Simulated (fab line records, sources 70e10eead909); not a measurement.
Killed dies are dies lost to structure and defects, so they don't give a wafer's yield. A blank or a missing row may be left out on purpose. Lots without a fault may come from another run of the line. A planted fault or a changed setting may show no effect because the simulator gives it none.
One fault seen from 2 desks | flow nand_harc | each desk has only its own numbers; what lay behind them comes last

THE TOOL OWNER'S DESK: ald_metal-04
The tool's own readings at NHARC_A_CONTACT_ALD_18 (deposits TiN, target thk 3 nm, pulse time 1 s, ald cycles 150): means of the sampled wafers that have a number, for each lot that ran on this tool. A lot is out of limits, marked OUT, if its mean lies more than 4 standard deviations from the usual mean; the brackets give that distance.
Columns: A = heater_power_w at NHARC_A_CONTACT_ALD_18, usual 1126 W; B = precursor_pulse_height_rel at NHARC_A_CONTACT_ALD_18, usual 1.003
lot  | first seen here | A    | B
L953 | day 17 09:05    | 1088 | 1.032
L959 | day 18 21:42    | 1173 | 1.001
L962 | day 19 14:52    | 1121 | 1.012
L963 | day 19 22:31    | 1104 | 1.002
L965 | day 20 11:38    | 1126 | 1.022
L967 | day 20 17:01    | 1191 | 1.020
This desk's finding: nothing out of limits on any of the 6 lots.

THE DEFECT DESK
What the inspections along the route counted, lot by lot: means of the sampled wafers that have a number. A lot is out of limits, marked OUT, if its mean lies more than 4 standard deviations from the usual mean; the brackets give that distance.
Columns: A = raw_defect_count at NHARC_A_CONTACT_INSPECT_23, usual 412
lot  | first seen here | A
L952 | day 17 10:11    | 320
L953 | day 17 11:54    | 309
L954 | day 18 03:32    | 401
L956 | day 18 05:23    | 399
L955 | day 18 16:37    | 483
L958 | day 18 21:42    | 410
L959 | day 18 23:11    | 278
L960 | day 19 11:58    | 376
L962 | day 20 00:01    | 290
L963 | day 20 03:34    | 393
L965 | day 20 13:05    | 323
L967 | day 20 19:50    | 514
L974 | day 22 11:27    | 431
L975 | day 22 19:11    | 391
This desk's finding: nothing out of limits on any of the 14 lots.

PUT TOGETHER
The tool owner's desk saw nothing out of limits.
The defect desk saw nothing out of limits.

WHAT THE SIMULATOR HAD PUT IN
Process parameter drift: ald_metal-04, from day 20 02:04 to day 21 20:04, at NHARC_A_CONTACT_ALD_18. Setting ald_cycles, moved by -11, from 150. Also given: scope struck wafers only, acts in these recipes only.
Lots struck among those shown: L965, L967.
